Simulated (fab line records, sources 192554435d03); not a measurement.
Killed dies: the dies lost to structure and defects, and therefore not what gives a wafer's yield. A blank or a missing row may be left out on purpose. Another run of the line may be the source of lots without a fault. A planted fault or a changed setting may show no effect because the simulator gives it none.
fab line records    flow n5_finfet
record: lots: 6  wafers: 18  last_day: 18
route steps=1938 shown FIN_SAQP@130 BEOL_M4@1111
lots untouched by any fault: they come from a run of this same line in which no faults occurred
start_h: the number of hours between the record's first day and the start of the first shown wafer of the lot    wait_h: how many hours have passed since the lot's step before this one    " unchanged from the row above    L1.1+2: one row covering several wafers at once    - no value, or no start was given    * or withheld: withheld    < > ~ a bound
route shown NAME@n: a module of which the file shows steps, and the number in the route of the first    usual: mean/standard deviation taken from wafers without a fault    same: alike in all rows    chamber/n: place in a boat    sites: readings site by site    _std_site: the standard deviation of these    _edge_site: the outer-site mean with the inner-site mean subtracted    radius_mm: for every site, how far away it sits from the centre of the wafer    mask NAME#n: copy n    behind: the most recent tool/chamber to have shaped the wafer    hold: reason for holding the lot/hours on hold/outcome of the hold    device: names the non-switching transistor (n, p or np)    end of line: at the end of the route, the tests of the same wafers    for a step that has no rows: nothing shown but its recipe    killed: the dies lost at the first sort to structure and to defects; this is not the yield of the wafer    map: shows each die of a wafer: x if killed, . if not, _ if none is there
set.NAME: the setting as run; set.NAME@STEP: as run at that earlier step    model.NAME: the simulator's own value behind a step, which no gauge read
lots seen at some steps along the route; tables by step, rows by wafer
services: when a tool's chamber went out of use (start_h, in hours from the record's first day, below 0 if earlier), for how many hours, and the reason
== steps ==
step: N5_FIN_SAQP_ETCH_65
recipe: chemistry: CF4  target: SiO2  target_depth_a: 40  ion_energy_ev: 350  time_s: 4.4  pressure_mtorr: 10  icp_w: 800  bias_w: 400  cf4_flow_sccm: 80
step: N5_FIN_SAQP_MANDREL_ETCH_58
recipe: chemistry: HBr/Cl2  target: a-Si  target_depth_a: 450  bt_time_s: 10  stop_on: SiNx  mask_material: SiO2  over_etch_frac: 0.8  time_s: 27  pressure_mtorr: 10  icp_w: 800  bias_w: 75  HBr_flow_sccm: 150  Cl2_flow_sccm: 80  ends: end_point
step: N5_FIN_SAQP_RECESS_63
recipe: chemistry: HF/NH3  target: SiO2  target_depth_a: 180  afs_cycles: 3  temp_c: 30  sublimation_temp_c: 180  sublimation_time_s: 60
usual: drypump_motor_current_A: 5.8/0.49
lot.wafer  tool           chamber  start_h  wait_h  drypump_motor_current_A
L214.2     vapor_etch-01  0        32.08    0.1     5.1
L214.5     "              1        "        "       6.2
L214.6     "              0        "        "       5.1
L217.1     vapor_etch-01  0        49.26    0.1     5.1
L217.3     "              1        "        "       6.2
L217.6     "              0        "        "       5.1
L226.1     vapor_etch-02  0        103.58   0.1     6.3
L226.4     "              0        "        "       6.2
L226.6     "              1        "        "       5.5
L228.2     vapor_etch-01  1        114.21   0.1     6.2
L228.3     "              1        "        "       6.2
L228.4     "              0        "        "       5.1
L232.1     vapor_etch-01  1        144.63   0.1     6.2
L232.2     "              0        "        "       5.0
L232.5     "              0        "        "       5.1
L235.1     vapor_etch-02  1        159.00   0.1     5.5
L235.3     "              1        "        "       5.5
L235.4     "              0        "        "       6.2
step: N5_FIN_SAQP_COAT_68
recipe: resist: SOC  temp_c: 250  time_s: 60  spin_rpm: 1500  resist_thk_nm: 100
step: N5_FIN_SAQP_ETCH_69
recipe: chemistry: N2/H2  target: SOC  target_depth_a: 1500  stop_on: SiNx  ion_energy_ev: 100  bias_w: 61  pressure_mtorr: 30  source_w: 850  n2_flow_sccm: 200  h2_flow_sccm: 200
usual: drypump_motor_current_A: 5.8/0.56  oes_product_au: 0.77/0.085  rf_vpp_V: 241.4/1.4  showerhead_plenum_p_Torr: 2.59/0.095  throttle_valve_pct: 17.77/0.21
lot.wafer  tool         chamber  start_h  wait_h  drypump_motor_current_A  oes_product_au  rf_hours_counter_h  rf_vpp_V  showerhead_plenum_p_Torr  throttle_valve_pct
L214.2     rie_diel-03  3        32.66    -       5.9                      0.86            48                  240.7     2.46                      17.54
L214.5     "            3        "        "       5.9                      0.86            -                   241.6     2.46                      17.53
L214.6     "            0        "        "       5.2                      0.67            -                   241.5     2.61                      17.86
L217.1     rie_diel-03  3        49.71    -       5.9                      0.85            56                  240.2     2.46                      17.56
L217.3     "            1        "        "       5.5                      0.75            137                 241.9     2.65                      17.80
L217.6     "            2        "        "       5.0                      0.87            -                   241.7     2.61                      18.09
L226.1     rie_diel-03  1        104.03   -       5.5                      0.74            158                 241.5     2.64                      17.82
L226.4     "            2        "        "       5.0                      0.85            49                  241.6     2.60                      18.14
L226.6     "            3        "        "       5.9                      0.83            -                   240.6     2.45                      17.57
L228.2     rie_diel-01  2        114.66   -       5.2                      0.87            32                  242.2     2.72                      17.67
L228.3     "            1        "        "       5.8                      0.67            228                 239.8     2.39                      17.47
L228.4     "            1        "        "       5.7                      0.67            -                   239.5     2.39                      17.48
L232.1     rie_diel-03  3        145.08   -       5.9                      0.81            91                  238.9     2.44                      17.60
L232.2     "            2        "        "       5.0                      0.82            62                  242.9     2.59                      18.14
L232.5     "            1        "        "       5.5                      0.72            -                   240.9     2.64                      17.85
L235.1     rie_diel-06  2        159.49   -       6.3                      0.69            238                 239.2     2.52                      18.05
L235.3     "            1        "        "       6.6                      0.72            198                 242.5     2.62                      17.73
L235.4     "            2        "        "       6.3                      0.69            -                   241.8     2.52                      18.05
step: N5_FIN_SAQP_ETCH_67
recipe: chemistry: CH3F/O2  target: SiNx  target_depth_a: 300  mask_material: SOC  pressure_mtorr: 30  source_w: 395  bias_w: 73  Ar_flow_sccm: 150  CH3F_flow_sccm: 30  O2_flow_sccm: 20  ion_energy_ev: 120
step: N5_FIN_SAQP_STRIP_70
recipe: chemistry: N2/H2  power_w: 500  temp_c: 40  pressure_mtorr: 50  rf_frequency_hz: 6e+07  overash_fraction: 0.3  bias_power_w: 28  h2_frac: 0.5  n2_flow_sccm: 300  h2_flow_sccm: 300
usual: drypump_motor_current_A: 5.8/0.55  oes_product_au: 0.78/0.089  rf_vpp_V: 122.1/1.1  showerhead_plenum_p_Torr: 3.42/0.12  throttle_valve_pct: 18.9/0.41
lot.wafer  tool         chamber  start_h  wait_h  drypump_motor_current_A  oes_product_au  rf_hours_counter_h  rf_vpp_V  showerhead_plenum_p_Torr  throttle_valve_pct
L214.2     rie_diel-03  3        32.76    0.0     5.9                      0.88            48                  121.2     3.26                      18.4
L214.5     "            3        "        "       6.0                      0.88            -                   120.7     3.26                      18.4
L214.6     "            0        "        "       5.2                      0.68            -                   122.2     3.44                      18.8
L217.1     rie_diel-03  3        49.81    0.0     6.0                      0.87            56                  121.0     3.25                      18.4
L217.3     "            1        "        "       5.5                      0.75            137                 123.3     3.50                      19.0
L217.6     "            2        "        "       5.0                      0.89            -                   122.0     3.44                      19.7
L226.1     rie_diel-03  1        104.13   0.0     5.4                      0.74            158                 124.9     3.48                      19.0
L226.4     "            2        "        "       5.0                      0.86            49                  122.3     3.43                      19.7
L226.6     "            3        "        "       5.9                      0.84            -                   121.6     3.24                      18.4
L228.2     rie_diel-01  2        114.76   0.0     5.2                      0.88            32                  122.4     3.59                      18.8
L228.3     "            1        "        "       5.8                      0.68            228                 120.1     3.16                      18.3
L228.4     "            1        "        "       5.8                      0.68            -                   120.7     3.16                      18.3
L232.1     rie_diel-03  3        145.18   0.0     6.0                      0.82            91                  120.8     3.23                      18.4
L232.2     "            2        "        "       5.0                      0.85            62                  120.8     3.42                      19.7
L232.5     "            1        "        "       5.5                      0.72            -                   123.9     3.48                      19.0
L235.1     rie_diel-06  2        159.59   0.0     6.3                      0.70            238                 121.8     3.33                      19.4
L235.3     "            1        "        "       6.6                      0.73            198                 122.3     3.46                      18.6
L235.4     "            2        "        "       6.3                      0.69            -                   120.9     3.33                      19.4
step: N5_FIN_SAQP_RECESS_71
recipe: chemistry: HF/NH3  target: SiO2  target_depth_a: 30  afs_cycles: 1  temp_c: 30  sublimation_temp_c: 180  sublimation_time_s: 60
step: N5_FIN_SAQP_SPACER2_ALD_28
recipe: material: SiO2  target_thk_a: 81  temp_c: 300  ald_precursor_family: BDEAS  ald_co_reactant: O2-plasma  pulse_time_s: 1  purge_time_s: 2  co_reactant_purge_time_s: 2  pressure_torr: 2
usual: heater_power_w: 467/57  precursor_pulse_height_rel: 1.000/0.021  susceptor_temp_C: 300.01/0.2
lot.wafer  tool        chamber  start_h  wait_h  heater_power_w  precursor_pulse_height_rel  susceptor_temp_C
L214.2     ald_sin-04  1        32.96    0.1     571             1.016                       300.19
L214.5     "           3        "        "       434             1.034                       299.91
L214.6     "           0        "        "       421             0.988                       299.82
L217.1     ald_sin-04  1        50.02    0.1     575             0.972                       299.78
L217.3     "           0        "        "       435             0.980                       300.03
L217.6     "           0        "        "       427             1.020                       300.12
L226.1     ald_sin-02  3        104.91   0.7     413             1.031                       300.07
L226.4     "           1        "        "       435             0.977                       299.60
L226.6     "           3        "        "       414             0.975                       299.96
L228.2     ald_sin-02  2        114.96   0.1     402             0.994                       300.05
L228.3     "           1        "        "       423             0.992                       300.15
L228.4     "           3        "        "       408             1.037                       299.56
L232.1     ald_sin-02  1        145.39   0.1     442             0.980                       299.76
L232.2     "           2        "        "       420             1.000                       299.93
L232.5     "           1        "        "       432             1.016                       300.15
L235.1     ald_sin-02  3        159.79   0.1     423             0.984                       300.14
L235.3     "           1        "        "       443             0.990                       299.81
L235.4     "           0        "        "       510             1.014                       299.99
step: N5_FIN_SAQP_SPACER2_ETCHBACK_29
recipe: chemistry: CHF3/O2  mode: anisotropic_etchback  target: SiO2  target_depth_a: 122  time_s: 6.1  pressure_mtorr: 30  source_w: 650  bias_w: 170  Ar_flow_sccm: 200  CHF3_flow_sccm: 50  O2_flow_sccm: 5  ion_energy_ev: 200
step: N5_FIN_SAQP_MANDREL2_REMOVE_60
recipe: chemistry: HBr/Cl2/O2  bt_time_s: 10  target: a-Si  stop_on: SiNx  endpoint: OES-SiCl  over_etch_frac: 1  icp_w: 600  bias_w: 22  HBr_flow_sccm: 150  Cl2_flow_sccm: 80  O2_flow_sccm: 5  pressure_mtorr: 10
step: N5_FIN_SAQP_CD_MEAS_31
recipe: target_cd_nm: 8  landing_energy_ev: 1000  detector: se_inlens  polarity: line
usual: cd_nm: 8.13/0.21
lot.wafer  tool       chamber  start_h  wait_h  cd_nm
L214.2     cd_sem-03  0        33.59    0.1     8.12
L214.5     "          0        "        "       8.23
L214.6     "          0        "        "       7.95
L217.1     cd_sem-02  0        50.54    0.1     8.19
L217.3     "          0        "        "       7.94
L217.6     "          0        "        "       8.17
L226.1     cd_sem-03  0        105.43   0.1     8.33
L226.4     "          0        "        "       7.69
L226.6     "          0        "        "       7.92
L228.2     cd_sem-01  0        115.48   0.1     7.60
L228.3     "          0        "        "       8.03
L228.4     "          0        "        "       8.04
L232.1     cd_sem-03  0        145.91   0.1     7.94
L232.2     "          0        "        "       8.08
L232.5     "          0        "        "       8.32
L235.1     cd_sem-01  0        160.31   0.1     8.17
L235.3     "          0        "        "       7.98
L235.4     "          0        "        "       7.96
step: N5_FIN_SAQP_HM_OPEN_33
recipe: chemistry: CH3F/O2  target: SiNx  mask_material: SiO2  target_depth_a: 494  time_s: 70.6  pressure_mtorr: 30  source_w: 395  bias_w: 73  Ar_flow_sccm: 150  CH3F_flow_sccm: 30  O2_flow_sccm: 20  ion_energy_ev: 120  ends: cleared
usual: drypump_motor_current_A: 5.8/0.53  etch_rf_on_time_s: 68.8/1.7  oes_o_777_au: 0.78/0.086  oes_product_au: 0.67/0.074  rf_vpp_V: 297/6.6  showerhead_plenum_p_Torr: 2.03/0.071  throttle_valve_pct: 16.33/0.16
lot.wafer  tool         chamber  start_h  wait_h  drypump_motor_current_A  etch_rf_on_time_s  oes_o_777_au  oes_product_au  rf_hours_counter_h  rf_vpp_V  showerhead_plenum_p_Torr  throttle_valve_pct
L214.2     rie_diel-03  2        33.66    0.1     5.0                      67.8               0.92          0.78            20                  292       2.06                      16.51
L214.5     "            3        "        "       6.0                      68.1               0.89          0.75            -                   295       1.96                      16.32
L214.6     "            2        "        "       5.0                      67.9               0.92          0.77            -                   292       2.06                      16.51
L217.1     rie_diel-01  0        50.59    0.0     6.3                      68.5               0.81          0.69            77                  296       2.11                      16.13
L217.3     "            1        "        "       5.8                      67.5               0.70          0.59            213                 288       1.92                      16.31
L217.6     "            3        "        "       6.6                      66.1               0.75          0.63            -                   303       2.05                      16.38
L226.1     rie_diel-01  2        105.48   0.0     5.2                      66.8               0.90          0.76            28                  299       2.13                      16.05
L226.4     "            0        "        "       6.3                      71.3               0.79          0.68            98                  299       2.10                      16.17
L226.6     "            0        "        "       6.3                      53.7               0.79          0.78            -                   297       2.10                      16.17
L228.2     rie_diel-01  1        115.53   0.0     5.7                      53.2               0.68          0.68            229                 287       1.91                      16.35
L228.3     "            3        "        "       6.5                      67.1               0.73          0.61            234                 302       2.05                      16.44
L228.4     "            2        "        "       5.2                      67.9               0.89          0.76            -                   299       2.12                      16.07
L232.1     rie_diel-06  0        145.96   0.0     5.8                      66.3               0.68          0.61            206                 308       2.08                      16.41
L232.2     "            2        "        "       6.3                      69.4               0.71          0.59            231                 291       1.97                      16.45
L232.5     "            0        "        "       5.8                      67.5               0.68          0.61            -                   307       2.08                      16.40
L235.1     rie_diel-06  2        160.58   0.3     6.3                      72.1               0.70          0.58            238                 289       1.97                      16.44
L235.3     "            1        "        "       6.6                      69.5               0.72          0.62            199                 309       2.07                      16.41
L235.4     "            2        "        "       6.3                      72.2               0.71          0.58            -                   289       1.97                      16.46
step: N5_FIN_SAQP_ETCH_34
recipe: chemistry: C4F6/O2  target: SiO2  target_depth_a: 450  time_s: 15  ion_energy_ev: 250  pressure_mtorr: 30  source_w: 345  bias_w: 185  Ar_flow_sccm: 300  C4F6_flow_sccm: 10  O2_flow_sccm: 10  ends: cleared
usual: drypump_motor_current_A: 5.8/0.53  etch_rf_on_time_s: 14.9/0.3  oes_o_777_au: 0.79/0.088  oes_product_au: 0.67/0.075  rf_vpp_V: 665/15  showerhead_plenum_p_Torr: 2.89/0.095  throttle_valve_pct: 21.05/0.18
lot.wafer  tool         chamber  start_h  wait_h  drypump_motor_current_A  etch_rf_on_time_s  oes_o_777_au  oes_product_au  rf_hours_counter_h  rf_vpp_V  showerhead_plenum_p_Torr  throttle_valve_pct
L214.2     rie_diel-03  2        33.73    0.0     5.0                      14.7               0.95          0.78            20                  655       2.93                      21.35
L214.5     "            3        "        "       5.9                      14.7               0.90          0.74            -                   659       2.80                      21.14
L214.6     "            2        "        "       5.0                      14.7               0.94          0.78            -                   654       2.93                      21.36
L217.1     rie_diel-01  0        50.66    0.0     6.3                      15.1               0.79          0.69            77                  667       3.00                      20.86
L217.3     "            1        "        "       5.7                      14.8               0.69          0.59            213                 642       2.73                      21.01
L217.6     "            3        "        "       6.6                      14.8               0.75          0.62            -                   677       2.92                      21.04
L226.1     rie_diel-01  2        105.55   0.0     5.2                      14.5               0.89          0.78            28                  670       3.02                      20.86
L226.4     "            0        "        "       6.4                      15.4               0.78          0.67            98                  667       2.99                      20.89
L226.6     "            0        "        "       6.4                      15.4               0.77          0.66            -                   669       2.99                      20.89
L228.2     rie_diel-01  1        115.60   0.0     5.7                      15.1               0.68          0.58            229                 640       2.73                      21.03
L228.3     "            3        "        "       6.6                      14.7               0.74          0.61            234                 677       2.91                      21.11
L228.4     "            2        "        "       5.2                      14.7               0.87          0.76            -                   672       3.02                      20.85
L232.1     rie_diel-06  0        146.03   0.0     5.7                      14.6               0.68          0.60            206                 688       2.95                      21.14
L232.2     "            2        "        "       6.3                      15.2               0.70          0.59            231                 647       2.81                      21.15
L232.5     "            0        "        "       5.7                      14.7               0.68          0.60            -                   688       2.95                      21.12
L235.1     rie_diel-06  2        160.65   0.0     6.3                      15.3               0.70          0.59            238                 648       2.81                      21.15
L235.3     "            1        "        "       6.6                      14.7               0.75          0.63            199                 692       2.94                      21.08
L235.4     "            2        "        "       6.3                      15.2               0.70          0.59            -                   650       2.81                      21.16
step: N5_BEOL_M4_RC_MEAS_101
usual: DIBL_N: 35.7/1.5  DIBL_P: 35.7/2  IOFF_N: 0.155/0.026  IOFF_P: 0.20/0.031  ION_N: 675/11  ION_P: 462/7.1  SS_N: 71.3/0.57  SS_P: 73.1/0.56  VT_N: 250/3  VT_P: -251/3
lot.wafer  tool       chamber  start_h  wait_h  DIBL_N[mV/V]  DIBL_P[mV/V]  IOFF_N[nA/um]  IOFF_P[nA/um]  ION_N[uA/um]  ION_P[uA/um]  SS_N[mV/dec]  SS_P[mV/dec]  VT_N[mV]  VT_P[mV]
L214.2     prober-01  0        185.44   0.2     35.0          33.7          0.139          0.17           665           450           71.1          72.8          254       -255
L214.5     "          0        "        "       38.3          38.5          0.208          0.25           685           462           71.3          73.7          247       -247
L214.6     "          0        "        "       37.4          37.2          0.175          0.23           667           460           71.7          73.2          250       -250
L217.1     prober-02  0        198.90   0.0     35.3          33.2          0.147          0.18           670           456           71.3          72.1          249       -253
L217.3     "          0        "        "       35.9          33.9          0.149          0.19           681           467           71.2          73.2          251       -251
L217.6     "          0        "        "       36.7          34.5          0.176          0.21           701           469           72.0          72.5          245       -247
L226.1     prober-02  0        255.81   0.0     37.1          37.3          0.178          0.22           680           463           71.2          72.8          250       -251
L226.4     "          0        "        "       37.3          36.9          0.163          0.21           667           460           72.1          73.0          251       -252
L226.6     "          0        "        "       37.5          37.2          0.184          0.21           684           460           71.9          73.3          248       -253
L228.2     prober-02  0        260.55   0.2     35.9          36.7          0.149          0.21           673           469           70.7          72.9          250       -248
L228.3     "          0        "        "       36.7          37.2          0.162          0.22           669           465           70.9          72.2          248       -248
L228.4     "          0        "        "       36.7          37.1          0.163          0.23           697           470           71.0          73.1          248       -248
L232.1     prober-01  0        286.03   0.0     35.8          33.9          0.141          0.20           677           461           71.3          72.9          253       -251
L232.2     "          0        "        "       35.6          34.8          0.132          0.22           675           476           71.3          73.2          254       -248
L232.5     "          0        "        "       35.4          34.5          0.130          0.21           662           460           71.1          73.0          254       -248
L235.1     prober-01  0        311.54   0.0     35.2          36.7          0.138          0.18           667           453           70.6          72.6          251       -255
L235.3     "          0        "        "       36.4          37.6          0.163          0.20           668           456           71.3          72.7          248       -251
L235.4     "          0        "        "       36.4          38.7          0.166          0.21           689           468           71.1          73.5          246       -253
== services ==
tool           chamber  start_h  hours  kind
rie_diel-03    1        26.25    10.1   repair
vapor_etch-02  -        33.94    0.8    repair
ald_sin-04     0        41.03    6.2    repair
rie_diel-03    0        59.05    -      clean
rie_diel-03    0        59.05    -      consumable_replace:focus_ring
rie_diel-03    0        59.05    20.3   scheduled_down
rie_diel-03    0        59.05    20.3   vent_cycle
rie_diel-01    1        66.24    16.2   repair
ald_sin-02     -        85.26    14.0   pm
ald_sin-02     0        85.26    14.0   vent_cycle
ald_sin-02     1        85.26    14.0   vent_cycle
ald_sin-02     2        85.26    14.0   vent_cycle
ald_sin-02     3        85.26    14.0   vent_cycle
rie_diel-06    0        95.43    9.2    repair
ald_sin-04     3        97.85    6.5    repair
ald_sin-02     0        99.26    -      clean
rie_diel-01    0        107.19   29.5   repair
ald_sin-04     0        132.35   10.1   repair
rie_diel-06    3        136.50   -      clean
rie_diel-06    3        136.50   -      consumable_replace:focus_ring
rie_diel-06    3        136.50   -      consumable_replace:showerhead
rie_diel-06    3        136.50   34.7   scheduled_down
rie_diel-06    3        136.50   34.7   vent_cycle
ald_sin-04     2        155.97   3.0    repair
== key ==
first_sign: step: N5_FIN_SAQP_HM_OPEN_33  reading: etch_rf_on_time_s  direction: down  sigmas: 8.8  usual: *  struck: *
effect none on later readings
met_at N5_FIN_SAQP_HM_OPEN_33
struck_wafers L226.6,L228.2
onset_between 50.59 105.48
fault: kind: process_parameter_drift  tool: rie_diel-01  chamber: -  onset_h: 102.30  steps: N5_FIN_SAQP_HM_OPEN_33  channel: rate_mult  offset: 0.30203  shape: step  end_h: 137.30  scope: struck_wafers_only
